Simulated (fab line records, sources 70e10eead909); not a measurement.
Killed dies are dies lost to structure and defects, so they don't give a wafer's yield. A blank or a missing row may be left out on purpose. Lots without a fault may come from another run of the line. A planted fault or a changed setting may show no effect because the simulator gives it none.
fab line records | flow nand_harc
record lots=6 wafers=18 last_day=34
route steps=1302 shown P_ZERO_WELL@50 END@1302
lots that met no fault: from a run of the same line without faults
start_h: hours from the record's first day to the start of the lot's first wafer shown | wait_h: hours since the lot's step before | " the same as in the row above | L1.1+2: a row that stands for several wafers | - no value, or no start given | * or withheld: withheld | < > ~ a bound
route shown NAME@n: a module of which the file shows steps, and the number in the route of the first | usual: mean/standard deviation of fault-free wafers | same: alike in all rows | chamber/n: place in a boat | sites: the reading at each site | _std_site: their standard deviation | _edge_site: outer sites' mean less inner sites' | radius_mm: how far each site lies from the wafer's centre | mask NAME#n: copy n | behind: the tool/chamber that last shaped the wafer | hold: why the lot was held/for how many hours/how that ended | device: the transistor (n, p or np) that didn't switch | end of line: the same wafers' tests at the end of the route | a step without rows: its recipe alone | killed: dies lost to structure and defects at the first sort, not the wafer's yield | map: a wafer's dies, x killed, . not, _ none there
set.NAME: the setting as run; set.NAME@STEP: as run at that earlier step | model.NAME: the simulator's own value behind a step, which no gauge read
lots at some steps of the route; a table a step, a row a wafer
services: from which hour (start_h, from the record's first day; less than 0 if before it) a tool's chamber was out of use, for how many hours, and why
## steps
# step NHARC_P_ZERO_WELL_STRIP_41
# recipe time_s=840 temp_c=130 chemistry=SPM
# step NHARC_P_ZERO_WELL_DEHYDRATE_44
# recipe temp_c=150 time_s=120
# step NHARC_P_ZERO_WELL_HMDS_45
# recipe time_s=30
# step NHARC_P_ZERO_WELL_COAT_46
# recipe spin_rpm=withheld
# step NHARC_P_ZERO_WELL_SOFTBAKE_47
# recipe temp_c=122 time_s=95
# step NHARC_P_ZERO_WELL_EBR_48
# step NHARC_P_ZERO_WELL_EXPOSE_49
# recipe na=0.6 target_cd_nm=2000 dose_mj=22.64 mask_id=P_HVPW
# step NHARC_P_ZERO_WELL_PEB_50
# recipe peb_temp_c=118 peb_time_s=85
# step NHARC_P_ZERO_WELL_DEVELOP_51
# recipe time_s=70
# step NHARC_P_ZERO_WELL_CD_MEAS_52
# recipe target_cd_nm=2000 landing_energy_ev=500
# usual cd_nm=1999.8/1.3
# same landing_energy_ev=500
# columns lot.wafer tool chamber start_h wait_h cd_nm
L986.2 cd_sem-02 0 45.55 - 1998.2
L986.3 " 0 " " 1998.5
L986.5 " 0 " " 1999.6
L996.1 cd_sem-02 0 145.68 - 1999.4
L996.3 " 0 " " 1998.7
L996.5 " 0 " " 2000.6
L997.1 cd_sem-03 0 155.90 - 2002.2
L997.4 " 0 " " 2001.6
L997.6 " 0 " " 2003.3
L999.1 cd_sem-03 0 176.00 - 2000.0
L999.5 " 0 " " 1999.0
L999.6 " 0 " " 1999.5
L104.3 cd_sem-02 0 227.60 - 1997.2
L104.5 " 0 " " 1997.8
L104.6 " 0 " " 1999.7
L107.2 cd_sem-03 0 255.80 - 2000.5
L107.3 " 0 " " 1998.1
L107.6 " 0 " " 2000.2
# step NHARC_P_ZERO_WELL_HARDBAKE_53
# recipe temp_c=125 time_s=80
# step NHARC_P_ZERO_WELL_DESCUM_54
# recipe time_s=3 o2_flow_sccm=200 ar_flow_sccm=0 bias_power_w=0 chemistry=O2
# usual drypump_motor_current_A=5.6/0.5 mfc_ar_sccm=0.004/0.0073 oes_product_au=1.000/0.007 rf_vpp_V=57.6/0.87 showerhead_plenum_p_Torr=1.88/0.072 throttle_valve_pct=11.311/0.0092
# columns lot.wafer tool chamber start_h wait_h drypump_motor_current_A mfc_ar_sccm oes_product_au rf_hours_counter_h rf_vpp_V showerhead_plenum_p_Torr throttle_valve_pct
L986.3 rie_diel-07 1 45.72 - 6.1 0.024 1.021 27 57.4 1.77 11.294
L986.2 " 3 " " 5.1 0 1.000 32 57.0 1.89 11.309
L986.5 " 1 " " 6.1 0.024 1.001 - 55.6 1.77 11.321
L996.1 rie_diel-04 0 145.84 - 6.1 0 0.997 38 57.1 1.82 11.314
L996.3 " 2 " " 6.3 0.025 0.999 39 57.9 1.87 11.320
L996.5 " 0 " " 6.1 0 1.004 - 57.4 1.82 11.325
L997.1 rie_diel-02 1 156.06 - 5.7 0.007 1.002 34 58.4 1.87 11.317
L997.4 " 3 " " 5.4 0 1.005 33 57.1 1.91 11.320
L997.6 " 1 " " 5.7 0.007 0.999 - 58.7 1.87 11.322
L999.1 rie_diel-02 0 176.19 - 4.9 0.004 1.006 41 57.6 1.78 11.313
L999.6 " 2 " " 5.4 0 0.989 - 57.0 1.82 11.306
L999.5 " 3 " " 5.4 0 0.994 - 57.7 1.91 11.313
L104.3 rie_diel-02 1 227.80 - 5.7 0.007 1.005 0 57.4 1.86 11.302
L104.5 " 2 " " 5.4 0 1.002 - 57.2 1.82 11.317
L104.6 " 3 " " 5.4 0 0.997 - 57.0 1.91 11.299
L107.3 rie_diel-02 2 255.95 - 5.4 0 0.998 10 56.9 1.81 11.322
L107.2 " 3 " " 5.4 0 1.009 9 59.5 1.91 11.307
L107.6 " 3 " " 5.4 0 1.005 - 57.9 1.91 11.318
# step NHARC_P_ZERO_WELL_IMPLANT_55
# recipe energy_kev=180 dose_cm2=8e+11 tilt_deg=7
# usual beam_energy_keV=180.00/0.052 beam_on_s=10.02/0.17 tilt_deg=6.999/0.018
# columns lot.wafer tool chamber start_h wait_h beam_energy_keV beam_on_s tilt_deg
L986.2 implanter-01 0 45.88 0.1 179.98 10.12 6.997
L986.3 " 0 " " 180.10 9.87 7.005
L986.5 " 0 " " 180.06 9.96 7.012
L996.1 implanter-01 - 146.01 0.2 - - -
L996.3 " - " " - - -
L996.5 " - " " - - -
L997.1 implanter-01 - 156.21 0.1 - - -
L997.4 " - " " - - -
L997.6 " - " " - - -
L999.1 implanter-01 0 176.31 0.1 180.08 10.03 7.001
L999.5 " 0 " " 180.04 10.12 6.998
L999.6 " 0 " " 180.09 10.04 7.002
L104.3 implanter-01 0 227.96 0.2 179.88 10.01 6.996
L104.5 " 0 " " 180.10 10.22 7.023
L104.6 " 0 " " 179.98 10.03 6.984
L107.2 implanter-02 0 256.13 0.2 180.05 10.34 7.006
L107.3 " 0 " " 179.99 10.03 6.989
L107.6 " 0 " " 179.99 10.11 6.995
# step NHARC_P_ZERO_WELL_IMPLANT_61
# recipe energy_kev=30 dose_cm2=5e+11 tilt_deg=7
# step NHARC_END_SORT_01
# recipe temp_c=25
# usual killed_at_array=53/21 killed_at_other=1.0/1.3 killed_at_periphery=3.8/2.4 killed_dies=58/21 killed_open=3.4/1.9 killed_short=2.4/1.5
# same gross_dies=677
# columns lot.wafer tool chamber start_h wait_h killed_at_array killed_at_other killed_at_periphery killed_dies killed_open killed_short
L996.1 prober-02 0 691.51 2.5 62 1 614 677 2 1
L996.3 prober-02 0 693.09 3.1 50 0 627 677 3 3
L996.5 prober-02 0 694.68 3.7 58 1 618 677 3 2
L997.1 prober-01 0 711.57 2.5 41 0 636 677 3 5
L997.4 prober-01 0 713.91 3.4 38 0 639 677 3 2
L997.6 prober-01 0 715.47 3.9 48 0 629 677 3 5
# killed by level:class
L996.1 P_ZERO_WELL:area_implant=609 A_SLIT:chamber_film_flake=19 A_STAIRCASE:chamber_film_flake=15 A_CHANNEL_HOLE_D2:chamber_film_flake=10 A_CHANNEL_HOLE_D1:chamber_film_flake=8 A_CONTACT:chamber_film_flake=5 P_BONDPAD:chamber_film_flake=3 P_M1:geometric_particle:open=1
L996.3 P_ZERO_WELL:area_implant=618 A_CHANNEL_HOLE_D2:chamber_film_flake=13 A_SLIT:chamber_film_flake=11 A_CHANNEL_HOLE_D1:chamber_film_flake=6 P_M1:chamber_film_flake=5 A_STAIRCASE:chamber_film_flake=5 A_WL_FILL:chamber_film_flake=4 A_CONTACT:chamber_film_flake=3
L996.5 P_ZERO_WELL:area_implant=610 A_SLIT:chamber_film_flake=19 A_STAIRCASE:chamber_film_flake=10 A_CHANNEL_HOLE_D1:chamber_film_flake=9 A_CHANNEL_HOLE_D2:chamber_film_flake=8 A_CONTACT:chamber_film_flake=5 P_BONDPAD:chamber_film_flake=4 P_M1:chamber_film_flake=3
L997.1 P_ZERO_WELL:area_implant=633 A_CHANNEL_HOLE_D2:chamber_film_flake=16 A_CONTACT:chamber_film_flake=9 A_CHANNEL_HOLE_D1:chamber_film_flake=5 A_SLIT:chamber_film_flake=3 A_STAIRCASE:chamber_film_flake=2 P_GATE:geometric_particle:short=1 P_CONTACT:geometric_particle:short=1
L997.4 P_ZERO_WELL:area_implant=634 A_CHANNEL_HOLE_D2:chamber_film_flake=14 A_CHANNEL_HOLE_D1:chamber_film_flake=8 A_CONTACT:chamber_film_flake=7 P_M0:chamber_film_flake=2 P_STI:chamber_film_flake=2 A_SLIT:chamber_film_flake=2 A_WL_FILL:chamber_film_flake=2
L997.6 P_ZERO_WELL:area_implant=621 A_CHANNEL_HOLE_D2:chamber_film_flake=17 A_CONTACT:chamber_film_flake=13 A_CHANNEL_HOLE_D1:chamber_film_flake=8 A_SLIT:chamber_film_flake=3 P_M0:geometric_particle:short=2 A_STAIRCASE:chamber_film_flake=2 P_M0:chamber_film_flake=2
# map L996.1 (x killed, . not)
____________x____________
_________xxxxxxx_________
_______xxxxxxxxxxx_______
______xxxxxxxxxxxxx______
_____xxxxxxxxxxxxxxx_____
____xxxxxxxxxxxxxxxxx____
____xxxxxxxxxxxxxxxxx____
___xxxxxxxxxxxxxxxxxxx___
___xxxxxxxxxxxxxxxxxxx___
__xxxxxxxxxxxxxxxxxxxxx__
__xxxxxxxxxxxxxxxxxxxxx__
_xxxxxxxxxxxxxxxxxxxxxxx_
_xxxxxxxxxxxxxxxxxxxxxxx_
_xxxxxxxxxxxxxxxxxxxxxxx_
_xxxxxxxxxxxxxxxxxxxxxxx_
_xxxxxxxxxxxxxxxxxxxxxxx_
xxxxxxxxxxxxxxxxxxxxxxxxx
xxxxxxxxxxxxxxxxxxxxxxxxx
xxxxxxxxxxxxxxxxxxxxxxxxx
xxxxxxxxxxxxxxxxxxxxxxxxx
xxxxxxxxxxxxxxxxxxxxxxxxx
_xxxxxxxxxxxxxxxxxxxxxxx_
_xxxxxxxxxxxxxxxxxxxxxxx_
_xxxxxxxxxxxxxxxxxxxxxxx_
_xxxxxxxxxxxxxxxxxxxxxxx_
_xxxxxxxxxxxxxxxxxxxxxxx_
__xxxxxxxxxxxxxxxxxxxxx__
__xxxxxxxxxxxxxxxxxxxxx__
___xxxxxxxxxxxxxxxxxxx___
___xxxxxxxxxxxxxxxxxxx___
____xxxxxxxxxxxxxxxxx____
____xxxxxxxxxxxxxxxxx____
_____xxxxxxxxxxxxxxx_____
______xxxxxxxxxxxxx______
_______xxxxxxxxxxx_______
_________xxxxxxx_________
____________x____________
# map L997.1 (x killed, . not)
____________x____________
_________xxxxxxx_________
_______xxxxxxxxxxx_______
______xxxxxxxxxxxxx______
_____xxxxxxxxxxxxxxx_____
____xxxxxxxxxxxxxxxxx____
____xxxxxxxxxxxxxxxxx____
___xxxxxxxxxxxxxxxxxxx___
___xxxxxxxxxxxxxxxxxxx___
__xxxxxxxxxxxxxxxxxxxxx__
__xxxxxxxxxxxxxxxxxxxxx__
_xxxxxxxxxxxxxxxxxxxxxxx_
_xxxxxxxxxxxxxxxxxxxxxxx_
_xxxxxxxxxxxxxxxxxxxxxxx_
_xxxxxxxxxxxxxxxxxxxxxxx_
_xxxxxxxxxxxxxxxxxxxxxxx_
xxxxxxxxxxxxxxxxxxxxxxxxx
xxxxxxxxxxxxxxxxxxxxxxxxx
xxxxxxxxxxxxxxxxxxxxxxxxx
xxxxxxxxxxxxxxxxxxxxxxxxx
xxxxxxxxxxxxxxxxxxxxxxxxx
_xxxxxxxxxxxxxxxxxxxxxxx_
_xxxxxxxxxxxxxxxxxxxxxxx_
_xxxxxxxxxxxxxxxxxxxxxxx_
_xxxxxxxxxxxxxxxxxxxxxxx_
_xxxxxxxxxxxxxxxxxxxxxxx_
__xxxxxxxxxxxxxxxxxxxxx__
__xxxxxxxxxxxxxxxxxxxxx__
___xxxxxxxxxxxxxxxxxxx___
___xxxxxxxxxxxxxxxxxxx___
____xxxxxxxxxxxxxxxxx____
____xxxxxxxxxxxxxxxxx____
_____xxxxxxxxxxxxxxx_____
______xxxxxxxxxxxxx______
_______xxxxxxxxxxx_______
_________xxxxxxx_________
____________x____________
## services
# columns tool chamber start_h hours kind
rie_diel-02 1 30.07 10.9 repair
rie_diel-02 - 39.73 9.0 pm
rie_diel-02 0 39.73 9.0 vent_cycle
rie_diel-02 2 39.73 9.0 vent_cycle
rie_diel-02 3 39.73 9.0 vent_cycle
implanter-02 - 51.85 3.3 repair
rie_diel-07 1 80.62 7.5 repair
rie_diel-07 2 86.21 2.4 repair
implanter-02 - 88.05 5.4 repair
rie_diel-07 - 105.69 0.4 repair
rie_diel-07 - 119.37 9.0 pm
rie_diel-04 2 122.02 11.2 repair
rie_diel-04 0 126.27 2.3 repair
rie_diel-04 1 133.26 13.0 repair
rie_diel-07 2 135.11 1.5 repair
implanter-02 - 146.00 13.0 pm
rie_diel-02 - 146.75 0.8 repair
rie_diel-04 2 170.29 5.6 repair
rie_diel-04 - 178.27 9.0 pm
implanter-01 - 185.81 1.1 repair
implanter-01 - 209.62 4.6 repair
rie_diel-02 - 216.99 9.0 pm
implanter-02 - 234.10 1.6 repair
rie_diel-07 1 247.23 8.4 repair
## key
first_sign step=NHARC_P_ZERO_WELL_IMPLANT_55 reading=tool_record direction=missing
effect step=NHARC_END_SORT_01 reading=killed_at_periphery direction=up sigmas=99+ usual=3.8 struck=627.2
more_kills_born_at NHARC_P_ZERO_WELL_IMPLANT_55@implanter-01=3725
met_at NHARC_P_ZERO_WELL_IMPLANT_55
struck_wafers L996.1,L996.3,L996.5,L997.1,L997.4,L997.6
later_rows_left_out L996.1,L996.3,L996.5,L997.1,L997.4,L997.6
tester_left_out L996,L997
onset_between 45.88 146.01
fault kind=skipped_step_whole tool=implanter-01 chamber=- onset_h=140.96 steps=NHARC_P_ZERO_WELL_IMPLANT_55 scope=struck_lots_only
# tester_left_out: of these lots the tester's yield and bins aren't shown, on N5 and GAA mostly nor the transistor test; their killed dies are dies lost to structure and defects alone, not to doping, threshold or leakage, so they don't give the yield
# later_rows_left_out: the simulator's readings of these wafers behind a module that went badly wrong aren't trusted and aren't shown, but for the sort
